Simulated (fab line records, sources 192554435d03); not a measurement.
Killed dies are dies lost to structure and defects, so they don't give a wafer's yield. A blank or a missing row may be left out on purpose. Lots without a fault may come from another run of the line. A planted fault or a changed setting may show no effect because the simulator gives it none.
fab line records | flow n5_finfet | part 1 of 2: steps 1 to 21 of 30
record lots=5 wafers=15 last_day=18
route steps=1938 shown BEOL_M5@1156
lots that met no fault: from a run of the same line without faults
start_h: hours from the record's first day to the start of the lot's first wafer shown | wait_h: hours since the lot's step before | " the same as in the row above | L1.1+2: a row that stands for several wafers | - no value, or no start given | * or withheld: withheld | < > ~ a bound
route shown NAME@n: a module of which the file shows steps, and the number in the route of the first | usual: mean/standard deviation of fault-free wafers | same: alike in all rows | chamber/n: place in a boat | sites: the reading at each site | _std_site: their standard deviation | _edge_site: outer sites' mean less inner sites' | radius_mm: how far each site lies from the wafer's centre | mask NAME#n: copy n | behind: the tool/chamber that last shaped the wafer | hold: why the lot was held/for how many hours/how that ended | device: the transistor (n, p or np) that didn't switch | end of line: the same wafers' tests at the end of the route | a step without rows: its recipe alone | killed: dies lost to structure and defects at the first sort, not the wafer's yield | map: a wafer's dies, x killed, . not, _ none there
set.NAME: the setting as run; set.NAME@STEP: as run at that earlier step | model.NAME: the simulator's own value behind a step, which no gauge read
lots at some steps of the route; a table a step, a row a wafer
services: from which hour (start_h, from the record's first day; less than 0 if before it) a tool's chamber was out of use, for how many hours, and why
## steps
# step N5_BEOL_M5_STRIP_76
# recipe chemistry=N2/H2 temp_c=40 n2_flow_sccm=200 h2_flow_sccm=200 rf_frequency_hz=6e+07
# columns lot.wafer tool chamber start_h wait_h
L075.1+2+5 rie_diel-04 2,1,2 197.34 0.0
L094.3+5+6 rie_diel-06 0,0,1 306.32 0.0
L097.1+2+3 rie_diel-06 2,3,1 316.14 0.0
L095.1+3+5 rie_diel-04 3,1,3 316.17 0.0
L096.1+4+6 rie_diel-03 2,1,2 326.30 0.0
# step N5_BEOL_M5_VIA_ETCH_34
# recipe chemistry=C4F6/O2 target=SiCOH_lowk target_depth_a=883 mask_material=SOC taper_deg=4 time_s=39.2 ion_energy_ev=250 pressure_mtorr=30 source_w=345 bias_w=185 Ar_flow_sccm=300 C4F6_flow_sccm=10 O2_flow_sccm=10
# usual drypump_motor_current_A=5.8/0.34 oes_product_au=0.79/0.09 rf_fwd_power_W=340.6/1.8 rf_vpp_V=668/6.5 showerhead_plenum_p_Torr=2.84/0.095 throttle_valve_pct=20.88/0.27
# columns lot.wafer tool chamber start_h wait_h drypump_motor_current_A oes_product_au rf_fwd_power_W rf_hours_counter_h rf_vpp_V showerhead_plenum_p_Torr throttle_valve_pct
L075.1 rie_diel-04 2 197.35 0.0 6.0 0.97 341.1 7 668 2.90 20.73
L075.2 " 1 " " 5.6 0.73 337.9 171 665 2.96 21.03
L075.5 " 2 " " 6.0 0.97 340.7 - 667 2.90 20.73
L094.3 rie_diel-06 0 306.33 0.0 5.5 0.66 339.7 247 676 2.93 21.52
L094.5 " 0 " " 5.5 0.67 339.5 - 675 2.93 21.51
L094.6 " 1 " " 5.9 0.73 340.6 - 671 2.72 21.07
L097.1 rie_diel-06 2 316.15 0.0 5.5 0.72 342.1 195 662 2.73 21.22
L097.2 " 3 " " 6.3 0.68 338.7 243 673 2.70 20.67
L097.3 " 1 " " 5.9 0.72 341.5 186 668 2.72 21.09
L095.1 rie_diel-04 3 316.18 0.0 5.7 0.81 339.8 101 663 2.98 20.77
L095.3 " 1 " " 5.7 0.70 339.8 207 663 2.94 21.07
L095.5 " 3 " " 5.7 0.82 341.0 - 664 2.98 20.77
L096.1 rie_diel-03 2 326.31 0.0 5.2 0.86 342.5 58 678 2.88 20.84
L096.4 " 1 " " 5.9 0.69 341.7 244 673 2.81 20.96
L096.6 " 2 " " 5.2 0.85 341.6 - 676 2.89 20.86
# step N5_BEOL_M5_STRIP_85
# recipe chemistry=C4F6/O2 resist=SiARC rf_frequency_hz=6e+07
# columns lot.wafer tool chamber start_h wait_h
L075.1+2+5 rie_diel-04 2,1,2 197.39 0.0
L094.3+5+6 rie_diel-06 0,0,1 306.36 0.0
L097.1+2+3 rie_diel-06 2,3,1 316.18 0.0
L095.1+3+5 rie_diel-04 3,1,3 316.22 0.0
L096.1+4+6 rie_diel-03 2,1,2 326.35 0.0
# step N5_BEOL_M5_STRIP_36
# recipe chemistry=N2/H2 power_w=450 temp_c=40 pressure_mtorr=20 rf_frequency_hz=6e+07 overash_fraction=0.3 bias_power_w=7 h2_frac=0.5 n2_flow_sccm=200 h2_flow_sccm=200
# usual drypump_motor_current_A=5.8/0.34 oes_product_au=0.79/0.09 rf_vpp_V=59.2/1.4 showerhead_plenum_p_Torr=2.53/0.09 throttle_valve_pct=23.7/0.35
# columns lot.wafer tool chamber start_h wait_h drypump_motor_current_A oes_product_au rf_hours_counter_h rf_vpp_V showerhead_plenum_p_Torr throttle_valve_pct
L075.1 rie_diel-04 2 197.40 0.0 6.1 0.96 7 61.1 2.60 23.8
L075.2 " 1 " " 5.7 0.73 171 61.8 2.64 23.7
L075.5 " 2 " " 6.0 0.96 - 61.6 2.60 23.8
L094.3 rie_diel-06 0 306.37 0.0 5.5 0.67 247 57.7 2.61 24.4
L094.5 " 0 " " 5.5 0.68 - 58.0 2.61 24.4
L094.6 " 1 " " 5.9 0.74 - 58.2 2.42 24.0
L097.1 rie_diel-06 2 316.19 0.0 5.5 0.72 195 56.7 2.43 24.1
L097.2 " 3 " " 6.4 0.68 243 57.3 2.40 23.3
L097.3 " 1 " " 5.9 0.72 186 57.0 2.42 24.0
L095.1 rie_diel-04 3 316.23 0.0 5.7 0.82 101 61.0 2.67 23.6
L095.3 " 1 " " 5.7 0.71 207 60.0 2.63 23.7
L095.5 " 3 " " 5.7 0.80 - 60.3 2.67 23.6
L096.1 rie_diel-03 2 326.36 0.0 5.2 0.87 58 58.6 2.58 23.7
L096.4 " 1 " " 5.9 0.68 244 60.7 2.49 23.8
L096.6 " 2 " " 5.2 0.85 - 57.4 2.58 23.7
# step N5_BEOL_M5_TRENCH_ETCH_37
# recipe chemistry=C4F6/O2 target_depth_a=716.52 target=SiCOH_lowk time_s=24.7 ion_energy_ev=250 pressure_mtorr=30 source_w=345 bias_w=185 Ar_flow_sccm=300 C4F6_flow_sccm=10 O2_flow_sccm=10
# usual drypump_motor_current_A=5.8/0.34 oes_product_au=0.79/0.089 rf_fwd_power_W=339.3/1.9 rf_vpp_V=668/6.3 showerhead_plenum_p_Torr=2.84/0.095 throttle_valve_pct=20.92/0.27
# columns lot.wafer tool chamber start_h wait_h drypump_motor_current_A oes_product_au rf_fwd_power_W rf_hours_counter_h rf_vpp_V showerhead_plenum_p_Torr throttle_valve_pct
L075.1 rie_diel-04 2 - - 6.1 0.96 340.8 7 667 2.90 20.75
L075.2 " 1 " " 5.6 0.73 335.9 171 664 2.96 21.07
L075.5 " 2 " " 6.1 0.95 337.8 - 667 2.90 20.77
L094.3 rie_diel-06 0 - - 5.5 0.67 338.9 247 674 2.93 21.55
L094.5 " 0 " " 5.5 0.67 338.5 - 676 2.93 21.53
L094.6 " 1 " " 5.9 0.72 338.0 - 672 2.72 21.13
L097.1 rie_diel-06 2 - - 5.5 0.71 341.5 195 662 2.73 21.26
L097.2 " 3 " " 6.4 0.67 338.4 243 673 2.70 20.73
L097.3 " 1 " " 5.9 0.72 339.4 186 670 2.72 21.11
L095.1 rie_diel-04 3 - - 5.7 0.81 341.1 101 663 2.98 20.81
L095.3 " 1 " " 5.7 0.71 336.3 207 665 2.94 21.12
L095.5 " 3 " " 5.7 0.81 340.2 - 663 2.98 20.81
L096.1 rie_diel-03 2 - - 5.3 0.86 341.6 59 677 2.89 20.89
L096.4 " 1 " " 5.9 0.69 340.3 244 671 2.81 21.03
L096.6 " 2 " " 5.3 0.86 340.8 - 677 2.88 20.89
# step N5_BEOL_M5_ETCH_41
# recipe chemistry=CH3F/O2 target=SiCN target_depth_a=315 taper_deg=2 time_s=56.7 ion_energy_ev=120 mask_material=TiN pressure_mtorr=30 source_w=395 bias_w=75 Ar_flow_sccm=150 CH3F_flow_sccm=30 O2_flow_sccm=20
# usual drypump_motor_current_A=5.8/0.34 oes_product_au=0.79/0.089 rf_fwd_power_W=390.9/1.6 rf_vpp_V=297.3/1.7 showerhead_plenum_p_Torr=1.99/0.07 throttle_valve_pct=16.32/0.27
# columns lot.wafer tool chamber start_h wait_h drypump_motor_current_A oes_product_au rf_fwd_power_W rf_hours_counter_h rf_vpp_V showerhead_plenum_p_Torr throttle_valve_pct
L075.1 rie_diel-04 2 - - 6.0 0.97 391.8 7 299.3 2.04 16.12
L075.2 " 1 " " 5.7 0.74 389.1 171 298.9 2.08 16.49
L075.5 " 2 " " 6.0 0.96 393.9 - 299.8 2.04 16.14
L094.3 rie_diel-06 0 - - 5.5 0.67 389.9 247 298.2 2.06 16.93
L094.5 " 0 " " 5.5 0.67 390.1 - 299.1 2.06 16.93
L094.6 " 1 " " 5.9 0.73 391.3 - 294.2 1.90 16.52
L097.1 rie_diel-06 2 - - 5.5 0.72 392.2 195 294.8 1.91 16.64
L097.2 " 3 " " 6.4 0.68 392.0 243 294.7 1.89 16.21
L097.3 " 1 " " 6.0 0.73 388.6 186 295.4 1.90 16.53
L095.1 rie_diel-04 3 - - 5.7 0.81 391.6 101 299.7 2.10 16.19
L095.3 " 1 " " 5.6 0.70 387.9 207 298.5 2.07 16.55
L095.5 " 3 " " 5.8 0.80 390.9 - 299.4 2.10 16.22
L096.1 rie_diel-03 2 - - 5.3 0.86 393.1 59 297.4 2.03 16.27
L096.4 " 1 " " 5.9 0.69 392.7 244 296.7 1.97 16.45
L096.6 " 2 " " 5.3 0.86 393.3 - 298.8 2.03 16.24
# step N5_BEOL_M5_STRIP_91
# recipe chemistry=N2/H2 time_s=10 power_w=450 temp_c=40 pressure_mtorr=20 rf_frequency_hz=6e+07 bias_power_w=7 n2_flow_sccm=200 h2_flow_sccm=200
# usual drypump_motor_current_A=5.8/0.34 oes_product_au=0.79/0.09 rf_vpp_V=59.2/0.84 showerhead_plenum_p_Torr=2.53/0.09 throttle_valve_pct=23.7/0.35
# columns lot.wafer tool chamber start_h wait_h drypump_motor_current_A oes_product_au rf_hours_counter_h rf_vpp_V showerhead_plenum_p_Torr throttle_valve_pct
L075.1 rie_diel-04 2 - - 6.1 0.97 7 58.2 2.60 23.8
L075.2 " 1 " " 5.6 0.73 171 58.6 2.64 23.7
L075.5 " 2 " " 6.1 0.97 - 59.2 2.60 23.8
L094.3 rie_diel-06 0 - - 5.5 0.67 247 58.6 2.61 24.4
L094.5 " 0 " " 5.5 0.66 - 59.4 2.61 24.4
L094.6 " 1 " " 5.9 0.73 - 58.7 2.42 24.0
L097.1 rie_diel-06 2 - - 5.5 0.72 195 58.9 2.43 24.1
L097.2 " 3 " " 6.4 0.67 243 58.5 2.40 23.3
L097.3 " 1 " " 6.0 0.72 186 58.8 2.42 24.0
L095.1 rie_diel-04 3 - - 5.7 0.80 101 60.7 2.67 23.6
L095.3 " 1 " " 5.7 0.70 207 58.6 2.62 23.7
L095.5 " 3 " " 5.7 0.80 - 59.8 2.67 23.6
L096.1 rie_diel-03 2 - - 5.3 0.86 59 58.4 2.58 23.7
L096.4 " 1 " " 5.9 0.69 244 57.6 2.49 23.8
L096.6 " 2 " " 5.2 0.85 - 58.5 2.58 23.7
# step N5_BEOL_M5_OCD_MEAS_38
# usual trench_depth_nm=71.6/1.1
# columns lot.wafer tool chamber start_h wait_h trench_depth_nm
L075.1 ocd-02 - 197.59 - 72.8
L075.2 " - " " 72.0
L075.5 " - " " 71.7
L094.3 ocd-02 - 306.57 - 71.1
L094.5 " - " " 70.1
L094.6 " - " " 71.7
L097.1 ocd-01 - 316.38 - 70.1
L097.2 " - " " 71.8
L097.3 " - " " 71.9
L095.1 ocd-02 - 316.42 - 73.7
L095.3 " - " " 72.5
L095.5 " - " " 73.0
L096.1 ocd-01 - 326.56 - 71.7
L096.4 " - " " 70.2
L096.6 " - " " 71.6
# step N5_BEOL_M5_HM_STRIP_39
# recipe chemistry=peroxide_tin_strip material=TiN target_depth_a=250 temp_c=50 time_s=158
# columns lot.wafer tool chamber start_h wait_h
L075.1+2+5 wet_bench-02 7,0,5 197.63 0.0
L094.3+5+6 wet_bench-05 4,7,5 306.60 0.0
L097.1+2+3 wet_bench-05 7,2,0 316.42 0.0
L095.1+3+5 wet_bench-04 4,0,3 316.45 0.0
L096.1+4+6 wet_bench-05 4,5,3 326.59 0.0
# step N5_BEOL_M5_SRD_40
# recipe time_s=30 temp_c=23 rinse_liquid=diw dry=ipa_marangoni
# columns lot.wafer tool chamber start_h wait_h
L075.1+2+5 wet_bench-02 7,0,5 197.68 0.0
L094.3+5+6 wet_bench-05 4,7,5 306.65 0.0
L097.1+2+3 wet_bench-05 7,2,0 316.47 0.0
L095.1+3+5 wet_bench-04 4,0,3 316.50 0.0
L096.1+4+6 wet_bench-05 4,5,3 326.64 0.0
# step N5_BEOL_M5_PRECLEAN_42
# recipe chemistry=residue_remover time_s=60 temp_c=40
# columns lot.wafer tool chamber start_h wait_h
L075.1+2+5 wet_bench-02 7,0,5 197.70 0.0
L094.3+5+6 wet_bench-05 4,7,5 306.67 0.0
L097.1+2+3 wet_bench-05 7,2,0 316.49 0.0
L095.1+3+5 wet_bench-04 4,0,3 316.52 0.0
L096.1+4+6 wet_bench-05 4,5,3 326.66 0.0
# step N5_BEOL_M5_SRD_43
# recipe time_s=30 temp_c=23 rinse_liquid=diw dry=ipa_marangoni
# columns lot.wafer tool chamber start_h wait_h
L075.1+2+5 wet_bench-02 7,0,5 197.71 0.0
L094.3+5+6 wet_bench-05 4,7,5 306.69 0.0
L097.1+2+3 wet_bench-05 7,2,0 316.50 0.0
L095.1+3+5 wet_bench-04 4,0,3 316.53 0.0
L096.1+4+6 wet_bench-05 4,5,3 326.68 0.0
# step N5_BEOL_M5_CD_MEAS_35
# recipe target_cd_nm=28 target_cd_y_nm=24 polarity=opening
# usual cd_nm=28.13/0.28
# columns lot.wafer tool chamber start_h wait_h cd_nm
L075.1 cd_sem-02 - 197.76 0.0 28.41
L075.2 " - " " 28.38
L075.5 " - " " 28.40
L094.3 cd_sem-01 - 306.73 0.0 27.92
L094.5 " - " " 27.92
L094.6 " - " " 28.37
L097.1 cd_sem-01 - 316.55 0.0 28.12
L097.2 " - " " 28.28
L097.3 " - " " 28.17
L095.1 cd_sem-02 - 316.57 0.0 28.10
L095.3 " - " " 28.43
L095.5 " - " " 28.77
L096.1 cd_sem-01 - 326.72 0.0 27.96
L096.4 " - " " 27.76
L096.6 " - " " 27.98
# step N5_BEOL_M5_CURE_80
# recipe temp_c=370 time_s=120 ambient=DMADMS/He material=SiCOH_lowk
# usual lamp_power_pct=52.31/0.052 wafer_temp_C_max=372.1/0.86
# columns lot.wafer tool chamber start_h wait_h lamp_power_pct wafer_temp_C_max
L075.1 uv_cure-02 1 197.80 0.0 52.23 372.1
L075.2 " 1 " " 52.23 371.3
L075.5 " 1 " " 52.34 371.5
L094.3 uv_cure-01 2 306.87 0.1 52.35 373.5
L094.5 " 2 " " 52.30 373.8
L094.6 " 2 " " 52.31 373.6
L097.1 uv_cure-01 0 316.70 0.2 52.32 371.5
L097.2 " 0 " " 52.31 371.6
L097.3 " 0 " " 52.26 371.2
L095.1 uv_cure-03 1 316.77 0.2 52.34 371.2
L095.3 " 1 " " 52.32 371.3
L095.5 " 1 " " 52.26 371.7
L096.1 uv_cure-01 2 326.79 0.1 52.34 372.8
L096.4 " 2 " " 52.28 372.7
L096.6 " 2 " " 52.35 372.6
# step N5_BEOL_M5_DEGAS_44
# recipe ambient=vacuum temp_c=250 time_s=60
# usual heater_power_w=327/34 susceptor_temp_C=250.00/0.18
# columns lot.wafer tool chamber start_h wait_h heater_power_w susceptor_temp_C
L075.1 pvd_sputter-01 - 198.12 0.3 286 249.99
L075.2 " - " " 318 249.91
L075.5 " - " " 280 250.10
L094.3 pvd_sputter-02 - 307.35 0.4 303 249.95
L094.5 " - " " 383 249.47
L094.6 " - " " 305 250.11
L095.1 pvd_sputter-01 - 317.32 0.5 282 249.97
L095.3 " - " " 349 249.79
L095.5 " - " " 313 249.96
L097.1 pvd_sputter-01 - 317.40 0.6 294 250.33
L097.2 " - " " 321 249.87
L097.3 " - " " 348 250.00
L096.1 pvd_sputter-01 - 327.52 0.7 284 250.23
L096.4 " - " " 364 249.63
L096.6 " - " " 281 249.73
# step N5_BEOL_M5_PRE_CLEAN_45
# recipe gas=H2/He time_s=30 temp_c=250
# usual heater_power_w=326/34 susceptor_temp_C=250.03/0.17
# columns lot.wafer tool chamber start_h wait_h heater_power_w susceptor_temp_C
L075.1 pvd_sputter-01 - 198.16 0.0 286 249.97
L075.2 " - " " 319 250.31
L075.5 " - " " 285 250.05
L094.3 pvd_sputter-02 - 307.39 0.0 313 250.22
L094.5 " - " " 372 250.24
L094.6 " - " " 304 249.90
L095.1 pvd_sputter-01 - 317.36 0.0 288 250.07
L095.3 " - " " 352 249.83
L095.5 " - " " 316 249.89
L097.1 pvd_sputter-01 - 317.44 0.0 276 250.25
L097.2 " - " " 315 249.98
L097.3 " - " " 358 250.14
L096.1 pvd_sputter-01 - 327.56 0.0 282 249.86
L096.4 " - " " 354 250.06
L096.6 " - " " 276 249.83
# step N5_BEOL_M5_ALD_86
# recipe material=TaN target_thk_a=* temp_c=275 ald_precursor_family=PDMAT ald_co_reactant=NH3 pressure_torr=3 carrier_flow_sccm=1500 pulse_time_s=2 purge_time_s=3 co_reactant_purge_time_s=2 co_reactant_pulse_time_s=3 ald_cycles=30 precursor_vessel_temp_c=75 precursor_vessel_pressure_torr=26.25 precursor_vessel_carrier_sccm=1000
# usual heater_power_w=417/67 susceptor_temp_C=274.99/0.18
# columns lot.wafer tool chamber start_h wait_h heater_power_w susceptor_temp_C
L075.1 ald_metal-04 0 198.24 0.1 322 275.09
L075.2 " 1 " " 567 274.87
L075.5 " 0 " " 333 274.90
L094.3 ald_metal-02 1 307.45 0.0 482 275.12
L094.5 " 0 " " 371 274.94
L094.6 " 1 " " 468 275.13
L095.1 ald_metal-02 2 317.42 0.0 397 274.92
L095.3 " 3 " " 397 275.08
L095.5 " 0 " " 375 275.11
L097.1 ald_metal-03 3 317.50 0.0 378 275.20
L097.2 " 1 " " 480 274.76
L097.3 " 2 " " 481 275.41
L096.1 ald_metal-03 2 327.63 0.0 478 274.95
L096.4 " 0 " " 361 274.98
L096.6 " 2 " " 486 274.91
# step N5_BEOL_M5_SURFACE_TREAT_87
# recipe gas=Ar time_s=* ion_energy_ev=* ion_current_ma_cm2=0.5 pressure_mtorr=* ar_flow_sccm=30
# usual throttle_valve_pct=*
# columns lot.wafer tool chamber start_h wait_h throttle_valve_pct
L075.1 pvd_sputter-03 - 198.52 0.2 *
L075.2 " - " " *
L075.5 " - " " *
L094.3 pvd_sputter-01 - 307.96 0.4 *
L094.5 " - " " *
L094.6 " - " " *
L095.1 pvd_sputter-02 - 317.66 0.1 *
L095.3 " - " " *
L095.5 " - " " *
L097.1 pvd_sputter-03 - 317.80 0.2 *
L097.2 " - " " *
L097.3 " - " " *
L096.1 pvd_sputter-02 - 327.96 0.2 *
L096.4 " - " " *
L096.6 " - " " *
# step N5_BEOL_M5_CVD_47
# recipe material=Co target_thk_a=30 temp_c=withheld precursor=CCTBA/H2 pressure_torr=30 time_s=216
# columns lot.wafer tool chamber start_h wait_h
L075.1+2+5 cvd_co-01 2,1,1 198.71 0.2
L094.3+5+6 cvd_co-02 1,1,0 308.04 0.1
L095.1+3+5 cvd_co-02 1,2,0 317.72 0.0
L097.1+2+3 cvd_co-02 2,0,1 317.86 0.0
L096.1+4+6 cvd_co-02 2,2,1 328.04 0.1
# step N5_BEOL_M5_SPUTTER_48
# recipe material=Cu target_thk_a=150 temp_c=-20 chamber_pressure_pa=0.07 power_w=withheld time_s=27.62
# usual susceptor_temp_C=-20.01/0.11 throttle_valve_pct=30.4/1.1
# columns lot.wafer tool chamber start_h wait_h susceptor_temp_C throttle_valve_pct
L075.1 pvd_sputter-02 - 199.01 0.2 -20.00 30.1
L075.2 " - " " -19.80 31.6
L075.5 " - " " -20.05 31.7
L094.3 pvd_sputter-03 - 308.23 0.1 -19.92 29.5
L094.5 " - " " -19.99 29.5
L094.6 " - " " -20.19 31.5
L095.1 pvd_sputter-01 - 317.92 0.1 -19.99 29.8
L095.3 " - " " -20.05 29.4
L095.5 " - " " -20.01 29.2
L097.1 pvd_sputter-02 - 318.02 0.1 -20.04 30.0
L097.2 " - " " -19.79 31.6
L097.3 " - " " -20.03 30.1
L096.1 pvd_sputter-02 - 328.24 0.1 -20.11 29.8
L096.4 " - " " -19.96 31.9
L096.6 " - " " -20.22 30.1
# step N5_BEOL_M5_ANNEAL_49
# recipe temp_c=400 time_s=1800 ambient=vacuum
# usual heater_power_w=827/80 susceptor_temp_C=400.01/0.2
# columns lot.wafer tool chamber start_h wait_h heater_power_w susceptor_temp_C
L075.1 pvd_sputter-02 - 199.09 0.0 788 399.48
L075.2 " - " " 773 399.87
L075.5 " - " " 771 399.76
L094.3 pvd_sputter-03 - 308.31 0.0 811 399.83
L094.5 " - " " 810 399.82
L094.6 " - " " 843 400.05
L095.1 pvd_sputter-01 - 318.00 0.0 783 399.65
L095.3 " - " " 888 400.14
L095.5 " - " " 876 399.90
L097.1 pvd_sputter-02 - 318.10 0.0 794 399.98
L097.2 " - " " 773 400.01
L097.3 " - " " 946 399.88
L096.1 pvd_sputter-02 - 328.32 0.0 937 399.69
L096.4 " - " " 952 399.41
L096.6 " - " " 919 400.30
